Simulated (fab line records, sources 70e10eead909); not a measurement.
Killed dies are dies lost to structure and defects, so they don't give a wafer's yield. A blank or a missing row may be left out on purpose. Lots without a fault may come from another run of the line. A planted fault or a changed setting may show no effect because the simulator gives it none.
fab line records | flow nand_harc
record lots=7 wafers=21 last_day=33
route steps=1302 shown P_M2@339 P_BONDPAD@351 END@1302
lots that met no fault: from a run of the same line without faults
start_h: hours from the record's first day to the start of the lot's first wafer shown | wait_h: hours since the lot's step before | " the same as in the row above | L1.1+2: a row that stands for several wafers | - no value, or no start given | * or withheld: withheld | < > ~ a bound
route shown NAME@n: a module of which the file shows steps, and the number in the route of the first | usual: mean/standard deviation of fault-free wafers | same: alike in all rows | chamber/n: place in a boat | sites: the reading at each site | _std_site: their standard deviation | _edge_site: outer sites' mean less inner sites' | radius_mm: how far each site lies from the wafer's centre | mask NAME#n: copy n | behind: the tool/chamber that last shaped the wafer | hold: why the lot was held/for how many hours/how that ended | device: the transistor (n, p or np) that didn't switch | end of line: the same wafers' tests at the end of the route | a step without rows: its recipe alone | killed: dies lost to structure and defects at the first sort, not the wafer's yield | map: a wafer's dies, x killed, . not, _ none there
set.NAME: the setting as run; set.NAME@STEP: as run at that earlier step | model.NAME: the simulator's own value behind a step, which no gauge read
lots at some steps of the route; a table a step, a row a wafer
services: from which hour (start_h, from the record's first day; less than 0 if before it) a tool's chamber was out of use, for how many hours, and why
## steps
# step NHARC_P_M2_PRE_CLEAN_30
# recipe time_s=30 temp_c=280 gas=H2/He
# usual heater_power_w=393/25
# columns lot.wafer tool chamber start_h wait_h heater_power_w
L754.4 pvd_sputter-03 - - - 386
L754.6 " - " " 439
L754.5 " - " " 402
L758.1 pvd_sputter-01 - - - 375
L758.2 " - " " 377
L758.6 " - " " 436
L762.3 pvd_sputter-03 - - - 401
L762.4 " - " " 378
L762.2 " - " " 424
L763.3 pvd_sputter-02 - - - 403
L763.2 " - " " 416
L763.6 " - " " 403
L764.1 pvd_sputter-03 - - - 403
L764.4 " - " " 384
L764.6 " - " " 400
L766.4 pvd_sputter-01 - - - 386
L766.3 " - " " 428
L766.5 " - " " 376
L773.2 pvd_sputter-03 - - - 381
L773.4 " - " " 435
L773.5 " - " " 363
# step NHARC_P_M2_PVD_20
# recipe target_thk_a=50 bias_v=168.6 power_w=15000 chamber_pressure_pa=0.12 time_s=8.06 substrate_temp_c=50 material=TaN
# usual substrate_temp_c=50.01/0.13 throttle_valve_pct=29.9/1
# columns lot.wafer tool chamber start_h wait_h substrate_temp_c throttle_valve_pct
L754.4 pvd_sputter-03 - - - 50.13 29.5
L754.5 " - " " 50.04 29.8
L754.6 " - " " 50.03 29.3
L758.2 pvd_sputter-01 - - - 50.02 31.4
L758.1 " - " " 49.83 29.4
L758.6 " - " " 50.15 29.1
L762.4 pvd_sputter-03 - - - 50.12 28.6
L762.3 " - " " 50.29 29.5
L762.2 " - " " 49.97 29.8
L763.2 pvd_sputter-02 - - - 50.04 28.7
L763.3 " - " " 50.03 29.4
L763.6 " - " " 49.80 30.6
L764.1 pvd_sputter-03 - - - 50.14 29.8
L764.4 " - " " 49.80 30.2
L764.6 " - " " 49.79 28.3
L766.3 pvd_sputter-01 - - - 49.90 28.8
L766.4 " - " " 50.13 29.0
L766.5 " - " " 49.76 29.4
L773.2 pvd_sputter-03 - - - 50.12 29.8
L773.4 " - " " 49.98 29.4
L773.5 " - " " 50.07 29.2
# step NHARC_P_M2_PVD_21
# recipe target_thk_a=300 chamber_pressure_pa=5 power_w=5000 substrate_temp_c=30 time_s=20.49 material=Cu
# step NHARC_P_M2_ECD_22
# recipe target_thk_a=4000 bath_temp_c=25 material=Cu
# step NHARC_P_M2_ANNEAL_31
# recipe temp_c=225 time_s=90
# step NHARC_P_M2_CMP_23
# recipe t_overpolish_s=20 target_thk_nm=144.3
# usual motor_current_A=11.6/1.3 time_to_endpoint_s=29.5/2.1
# columns lot.wafer tool chamber start_h wait_h motor_current_A time_to_endpoint_s
L754.4 cmp-01 2 162.96 - 11.1 31.9
L754.6 " 2 " " 11.1 29.5
L754.5 " 3 " " 10.4 31.2
L758.1 cmp-02 0 200.00 - 10.8 28.7
L758.2 " 3 " " 13.8 29.6
L758.6 " 0 " " 10.9 30.5
L762.2 cmp-03 2 241.47 - 11.9 28.2
L762.3 " 0 " " 12.7 30.6
L762.4 " 1 " " 11.3 32.4
L763.2 cmp-01 1 250.40 - 10.6 30.9
L763.3 " 2 " " 11.1 30.1
L763.6 " 2 " " 10.7 29.9
L764.4 cmp-01 2 261.48 - 10.8 28.8
L764.1 " 0 " " 11.9 29.4
L764.6 " 3 " " 10.1 30.0
L766.4 cmp-02 1 282.26 - 10.6 27.6
L766.3 " 2 " " 13.2 30.6
L766.5 " 0 " " 10.3 29.1
L773.2 cmp-02 0 359.43 - 11.0 28.2
L773.4 " 2 " " 13.0 28.5
L773.5 " 0 " " 10.5 27.5
# step NHARC_P_M2_THK_MEAS_24
# recipe thk_meas_gauge=xrf
# usual thk_nm=144.9/1.6
# columns lot.wafer tool chamber start_h wait_h thk_nm
L754.4 film_metro-02 - 163.28 - 144.5
L754.5 " - " " 142.6
L754.6 " - " " 144.3
L758.1 film_metro-01 - 200.32 - 144.5
L758.2 " - " " 144.6
L758.6 " - " " 145.1
L762.2 film_metro-02 - 241.78 - 142.3
L762.3 " - " " 146.1
L762.4 " - " " 147.1
L763.2 film_metro-02 - 250.71 - 146.6
L763.3 " - " " 145.5
L763.6 " - " " 145.1
L764.1 film_metro-01 - 261.79 - 145.6
L764.4 " - " " 146.8
L764.6 " - " " 144.7
L766.3 film_metro-01 - 282.51 - 144.4
L766.4 " - " " 144.8
L766.5 " - " " 143.0
L773.2 film_metro-02 - 359.75 - 141.7
L773.4 " - " " 142.0
L773.5 " - " " 144.7
# step NHARC_P_M2_SRD_25
# step NHARC_P_M2_INSPECT_27
# usual raw_defect_count=333/120
# columns lot.wafer tool chamber start_h wait_h raw_defect_count
L754.4 defect_inspect-01 - 163.44 0.0 691
L754.5 " - " " 529
L754.6 " - " " 523
L758.1 defect_inspect-01 - 200.47 0.0 173
L758.2 " - " " 234
L758.6 " - " " 210
L762.2 defect_inspect-02 - 241.94 0.0 393
L762.3 " - " " 376
L762.4 " - " " 467
L763.2 defect_inspect-02 - 250.87 0.0 393
L763.3 " - " " 345
L763.6 " - " " 311
L764.1 defect_inspect-01 - 261.95 0.0 408
L764.4 " - " " 218
L764.6 " - " " 588
L766.3 defect_inspect-02 - 282.67 0.0 411
L766.4 " - " " 694
L766.5 " - " " 774
L773.2 defect_inspect-01 - 359.91 0.0 208
L773.4 " - " " 287
L773.5 " - " " 200
# step NHARC_P_M2_PRE_CLEAN_32
# recipe time_s=12 temp_c=370 rf_power_w=300 gas=NH3
# usual heater_power_w=627/71
# columns lot.wafer tool chamber start_h wait_h heater_power_w
L754.6 pecvd-03 1 163.54 0.1 554
L754.4 " 2 " " 696
L754.5 " 0 " " 772
L758.1 pecvd-02 2 200.54 0.1 608
L758.2 " 0 " " 719
L758.6 " 0 " " 699
L762.3 pecvd-01 0 242.01 0.1 667
L762.2 " 2 " " 588
L762.4 " 2 " " 553
L763.3 pecvd-02 1 250.94 0.1 653
L763.2 " 0 " " 690
L763.6 " 2 " " 610
L764.1 pecvd-01 2 262.03 0.1 533
L764.4 " 1 " " 631
L764.6 " 0 " " 657
L766.3 pecvd-01 1 282.74 0.1 611
L766.4 " 1 " " 608
L766.5 " 0 " " 727
L773.2 pecvd-01 2 360.00 0.1 565
L773.5 " 0 " " 673
L773.4 " 2 " " 564
# step NHARC_P_M2_DEP_33
# recipe target_thk_a=300 temp_c=370 target_thk_nm=30 pressure_torr=3 flow_sccm=200 rf_w=450 material=SiCN
# usual chamber_pressure_Torr=3.000/0.0066 heater_power_outer_w=340/59 heater_power_w=576/74
# columns lot.wafer tool chamber start_h wait_h chamber_pressure_Torr heater_power_outer_w heater_power_w
L754.6 pecvd-03 1 163.71 0.2 3.004 302 506
L754.4 " 2 " " 3.001 411 698
L754.5 " 0 " " 2.996 436 739
L758.1 pecvd-02 2 200.62 0.1 2.995 319 547
L758.2 " 0 " " 2.994 424 676
L758.6 " 0 " " 3.002 410 689
L762.3 pecvd-01 0 242.09 0.1 3.011 360 585
L762.2 " 2 " " 2.997 289 498
L762.4 " 2 " " 3.018 287 503
L763.3 pecvd-02 1 251.02 0.1 2.991 343 595
L763.2 " 0 " " 2.995 343 596
L763.6 " 2 " " 3.011 341 575
L764.1 pecvd-01 2 262.14 0.1 2.998 257 437
L764.4 " 1 " " 3.000 250 499
L764.6 " 0 " " 2.994 415 627
L766.3 pecvd-01 1 282.82 0.1 3.005 306 550
L766.4 " 1 " " 2.997 300 548
L766.5 " 0 " " 3.006 409 617
L773.2 pecvd-01 2 360.14 0.1 3.006 318 542
L773.5 " 0 " " 3.006 469 678
L773.4 " 2 " " 2.990 312 531
# step NHARC_P_BONDPAD_DEP_00
# recipe target_thk_a=2500 temp_c=370 target_thk_nm=250 pressure_torr=3 flow_sccm=200 rf_w=450 material=SiCN
# usual chamber_pressure_Torr=3.001/0.0068 heater_power_outer_w=345/52 heater_power_w=587/68
# columns lot.wafer tool chamber start_h wait_h chamber_pressure_Torr heater_power_outer_w heater_power_w
L754.5 pecvd-01 0 164.13 - 2.993 382 618
L754.4 " 1 " " 3.004 330 608
L754.6 " 2 " " 2.998 257 448
L758.1 pecvd-02 1 201.06 - 3.007 310 553
L758.2 " 2 " " 2.999 314 536
L758.6 " 2 " " 3.008 317 542
L762.2 pecvd-03 0 242.50 - - - -
L762.3 " 2 " " - - -
L762.4 " 2 " " - - -
L763.3 pecvd-01 1 251.48 - - - -
L763.2 " 2 " " - - -
L763.6 " 2 " " - - -
L764.1 pecvd-03 1 262.51 - - - -
L764.4 " 2 " " - - -
L764.6 " 0 " " - - -
L766.3 pecvd-02 2 283.27 - 3.001 349 596
L766.5 " 2 " " 2.999 349 585
L766.4 " 0 " " 3.003 336 587
L773.2 pecvd-03 0 360.47 - 3.000 443 703
L773.5 " 1 " " 3.007 291 502
L773.4 " 2 " " 3.002 306 548
# step NHARC_P_BONDPAD_CMP_32
# recipe target_thk_nm=200 material=SiCN
# step NHARC_P_BONDPAD_SRD_34
# step NHARC_END_SORT_01
# recipe temp_c=25
# usual defect_limited_yield=91.4/2.5 killed_at_array=54/17 killed_at_other=1.0/1.4 killed_at_periphery=3.6/2.1 killed_dies=58/17 killed_open=3.2/2 killed_short=2.5/1.5
# same gross_dies=677
# columns lot.wafer tool chamber start_h wait_h defect_limited_yield[%] killed_at_array killed_at_other killed_at_periphery killed_dies killed_open killed_short
L762.2 prober-02 0 659.66 2.8 0 50 1 626 677 0 5
L762.3 prober-02 0 660.46 3.1 0 56 1 620 677 5 2
L762.4 prober-02 0 661.26 3.4 0 49 2 626 677 2 2
L763.2 prober-01 0 687.72 2.8 0 16 0 661 677 0 1
L763.3 prober-01 0 688.54 3.1 0 16 0 661 677 2 0
L763.6 prober-01 0 690.99 4.1 0 16 0 661 677 5 0
L764.1 prober-02 0 695.95 2.5 0 78 0 599 677 1 2
L764.4 prober-02 0 698.41 3.5 0 62 1 614 677 5 0
L764.6 prober-02 0 700.05 4.1 0 75 0 602 677 1 2
L766.3 prober-01 0 712.51 3.1 88.5 72 1 5 78 7 0
L766.4 prober-01 0 713.31 3.4 90.3 57 0 9 66 9 4
L766.5 prober-01 0 714.11 3.7 91.1 52 0 8 60 6 3
# killed by level:class
L762.2 P_BONDPAD:area_dep=622 A_CHANNEL_HOLE_D2:chamber_film_flake=20 A_CHANNEL_HOLE_D1:chamber_film_flake=16 A_SLIT:chamber_film_flake=5 P_GATE:chamber_film_flake=3 A_ONON_D1:geometric_particle:short=2 A_CONTACT:chamber_film_flake=2 A_ONON_D2:geometric_particle:short=1
L762.3 P_BONDPAD:area_dep=615 A_CHANNEL_HOLE_D1:chamber_film_flake=32 A_CHANNEL_HOLE_D2:chamber_film_flake=16 P_CONTACT:geometric_particle:open=2 A_CHANNEL_FILL_D2:chamber_film_flake=2 A_SLIT:chamber_film_flake=2 P_BONDPAD:geometric_particle:open=1 A_ONON_D2:geometric_particle:short=1
L762.4 P_BONDPAD:area_dep=624 A_CHANNEL_HOLE_D2:chamber_film_flake=19 A_CHANNEL_HOLE_D1:chamber_film_flake=13 A_SLIT:chamber_film_flake=5 A_CONTACT:chamber_film_flake=5 A_STAIRCASE:chamber_film_flake=3 A_CHANNEL_FILL_D1:geometric_particle:open=1 A_ONON_D2:geometric_particle:short=1
L763.2 P_BONDPAD:area_dep=658 A_CHANNEL_HOLE_D1:chamber_film_flake=9 A_STAIRCASE:chamber_film_flake=2 A_BLC:chamber_film_flake=2 P_M1:geometric_particle:short=1 P_STI:chamber_film_flake=1 P_BONDPAD:chamber_film_flake=1 A_ZERO_WELL:chamber_film_flake=1
L763.3 P_BONDPAD:area_dep=657 A_CHANNEL_HOLE_D1:chamber_film_flake=8 P_BONDPAD:chamber_film_flake=3 A_SLIT:chamber_film_flake=2 A_CONTACT:chamber_film_flake=2 A_BLC:chamber_film_flake=2 P_CONTACT:geometric_particle:open=1 A_M0:geometric_particle:open=1
L763.6 P_BONDPAD:area_dep=654 A_CHANNEL_HOLE_D1:chamber_film_flake=6 P_BONDPAD:chamber_film_flake=3 P_CONTACT:geometric_particle:open=2 A_WL_FILL:chamber_film_flake=2 A_STAIRCASE:chamber_film_flake=2 A_CONTACT:chamber_film_flake=2 P_GATE:geometric_particle:open=1
L764.1 P_BONDPAD:area_dep=598 A_CHANNEL_HOLE_D2:chamber_film_flake=31 A_CHANNEL_HOLE_D1:chamber_film_flake=28 A_CHANNEL_FILL_D2:chamber_film_flake=5 A_SGD_CUT:chamber_film_flake=4 A_CONTACT:chamber_film_flake=4 A_WL_FILL:chamber_film_flake=2 P_CONTACT:geometric_particle:short=1
L764.4 P_BONDPAD:area_dep=610 A_CHANNEL_HOLE_D1:chamber_film_flake=30 A_CHANNEL_HOLE_D2:chamber_film_flake=20 A_CHANNEL_FILL_D2:chamber_film_flake=3 A_SGD_CUT:chamber_film_flake=3 P_ZERO_WELL:chamber_film_flake=2 A_CONTACT:chamber_film_flake=2 P_CONTACT:geometric_particle:open=1
L764.6 P_BONDPAD:area_dep=601 A_CHANNEL_HOLE_D1:chamber_film_flake=36 A_CHANNEL_HOLE_D2:chamber_film_flake=19 A_CONTACT:chamber_film_flake=5 A_CHANNEL_FILL_D2:chamber_film_flake=4 A_SGD_CUT:chamber_film_flake=3 A_SLIT:chamber_film_flake=3 P_CONTACT:geometric_particle:short=1
L766.3 A_CHANNEL_HOLE_D1:chamber_film_flake=31 A_CHANNEL_HOLE_D2:chamber_film_flake=23 A_STAIRCASE:chamber_film_flake=8 P_GATE:chamber_film_flake=3 A_CONTACT:chamber_film_flake=3 A_WL_FILL:geometric_particle:open=2 P_M0:geometric_particle:open=1 A_CHANNEL_HOLE_D2:geometric_particle:open=1
L766.4 A_CHANNEL_HOLE_D2:chamber_film_flake=25 A_CHANNEL_HOLE_D1:chamber_film_flake=10 A_STAIRCASE:chamber_film_flake=9 P_CONTACT:geometric_particle:open=4 P_BONDPAD:chamber_film_flake=2 A_CONTACT:chamber_film_flake=2 P_M0:geometric_particle:short=1 A_CHANNEL_HOLE_D1:geometric_particle:short=1
L766.5 A_CHANNEL_HOLE_D2:chamber_film_flake=24 A_CHANNEL_HOLE_D1:chamber_film_flake=11 A_STAIRCASE:chamber_film_flake=8 P_M0:geometric_particle:open=3 P_BONDPAD:chamber_film_flake=3 A_CONTACT:chamber_film_flake=3 A_SOURCE_PLATE:geometric_particle:open=1 A_CHANNEL_HOLE_D2:geometric_particle:open=1
# map L762.2 (x killed, . not)
____________x____________
_________xxxxxxx_________
_______xxxxxxxxxxx_______
______xxxxxxxxxxxxx______
_____xxxxxxxxxxxxxxx_____
____xxxxxxxxxxxxxxxxx____
____xxxxxxxxxxxxxxxxx____
___xxxxxxxxxxxxxxxxxxx___
___xxxxxxxxxxxxxxxxxxx___
__xxxxxxxxxxxxxxxxxxxxx__
__xxxxxxxxxxxxxxxxxxxxx__
_xxxxxxxxxxxxxxxxxxxxxxx_
_xxxxxxxxxxxxxxxxxxxxxxx_
_xxxxxxxxxxxxxxxxxxxxxxx_
_xxxxxxxxxxxxxxxxxxxxxxx_
_xxxxxxxxxxxxxxxxxxxxxxx_
xxxxxxxxxxxxxxxxxxxxxxxxx
xxxxxxxxxxxxxxxxxxxxxxxxx
xxxxxxxxxxxxxxxxxxxxxxxxx
xxxxxxxxxxxxxxxxxxxxxxxxx
xxxxxxxxxxxxxxxxxxxxxxxxx
_xxxxxxxxxxxxxxxxxxxxxxx_
_xxxxxxxxxxxxxxxxxxxxxxx_
_xxxxxxxxxxxxxxxxxxxxxxx_
_xxxxxxxxxxxxxxxxxxxxxxx_
_xxxxxxxxxxxxxxxxxxxxxxx_
__xxxxxxxxxxxxxxxxxxxxx__
__xxxxxxxxxxxxxxxxxxxxx__
___xxxxxxxxxxxxxxxxxxx___
___xxxxxxxxxxxxxxxxxxx___
____xxxxxxxxxxxxxxxxx____
____xxxxxxxxxxxxxxxxx____
_____xxxxxxxxxxxxxxx_____
______xxxxxxxxxxxxx______
_______xxxxxxxxxxx_______
_________xxxxxxx_________
____________x____________
# map L763.2 (x killed, . not)
____________x____________
_________xxxxxxx_________
_______xxxxxxxxxxx_______
______xxxxxxxxxxxxx______
_____xxxxxxxxxxxxxxx_____
____xxxxxxxxxxxxxxxxx____
____xxxxxxxxxxxxxxxxx____
___xxxxxxxxxxxxxxxxxxx___
___xxxxxxxxxxxxxxxxxxx___
__xxxxxxxxxxxxxxxxxxxxx__
__xxxxxxxxxxxxxxxxxxxxx__
_xxxxxxxxxxxxxxxxxxxxxxx_
_xxxxxxxxxxxxxxxxxxxxxxx_
_xxxxxxxxxxxxxxxxxxxxxxx_
_xxxxxxxxxxxxxxxxxxxxxxx_
_xxxxxxxxxxxxxxxxxxxxxxx_
xxxxxxxxxxxxxxxxxxxxxxxxx
xxxxxxxxxxxxxxxxxxxxxxxxx
xxxxxxxxxxxxxxxxxxxxxxxxx
xxxxxxxxxxxxxxxxxxxxxxxxx
xxxxxxxxxxxxxxxxxxxxxxxxx
_xxxxxxxxxxxxxxxxxxxxxxx_
_xxxxxxxxxxxxxxxxxxxxxxx_
_xxxxxxxxxxxxxxxxxxxxxxx_
_xxxxxxxxxxxxxxxxxxxxxxx_
_xxxxxxxxxxxxxxxxxxxxxxx_
__xxxxxxxxxxxxxxxxxxxxx__
__xxxxxxxxxxxxxxxxxxxxx__
___xxxxxxxxxxxxxxxxxxx___
___xxxxxxxxxxxxxxxxxxx___
____xxxxxxxxxxxxxxxxx____
____xxxxxxxxxxxxxxxxx____
_____xxxxxxxxxxxxxxx_____
______xxxxxxxxxxxxx______
_______xxxxxxxxxxx_______
_________xxxxxxx_________
____________x____________
## services
# columns tool chamber start_h hours kind
pvd_sputter-03 - 170.00 10.0 pm
pecvd-03 - 185.25 13.0 pm
cmp-01 - 189.77 4.0 pm
pecvd-01 1 189.87 3.7 repair
cmp-02 - 218.93 0.6 repair
pvd_sputter-01 - 226.87 10.0 pm
pecvd-02 - 227.41 13.0 pm
cmp-02 - 232.50 4.0 pm
pecvd-03 - 233.94 0.7 repair
pvd_sputter-01 - 239.13 5.3 repair
cmp-02 - 239.86 0.4 repair
cmp-01 - 254.32 4.8 repair
pecvd-03 1 254.41 4.9 repair
cmp-02 - 257.02 1.5 repair
cmp-01 - 264.11 0.5 repair
pecvd-01 2 285.34 10.2 repair
pecvd-03 1 285.71 4.9 repair
cmp-01 - 287.77 4.0 pm
pecvd-01 - 308.20 0.3 repair
pecvd-01 - 311.03 13.0 pm
pecvd-03 2 326.94 4.7 repair
cmp-02 - 330.50 4.0 pm
pvd_sputter-03 - 348.00 10.0 pm
pvd_sputter-03 - 359.43 1.9 repair
## key
first_sign step=NHARC_P_BONDPAD_DEP_00 reading=tool_record direction=missing
effect step=NHARC_END_SORT_01 reading=killed_at_periphery direction=up sigmas=99+ usual=3.6 struck=630
more_kills_born_at NHARC_P_BONDPAD_DEP_00@pecvd-03=3670 NHARC_P_BONDPAD_DEP_00@pecvd-01=1969
met_at NHARC_P_BONDPAD_DEP_00
struck_wafers L762.2,L762.3,L762.4,L763.2,L763.3,L763.6,L764.1,L764.4,L764.6
later_rows_left_out L762.2,L762.3,L762.4,L763.2,L763.3,L763.6,L764.1,L764.4,L764.6
onset_between 164.13 242.50
fault kind=skipped_step_whole tool=pecvd-01,pecvd-03 chamber=- onset_h=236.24 steps=NHARC_P_BONDPAD_DEP_00 scope=struck_lots_only
# later_rows_left_out: the simulator's readings of these wafers behind a module that went badly wrong aren't trusted and aren't shown, but for the sort
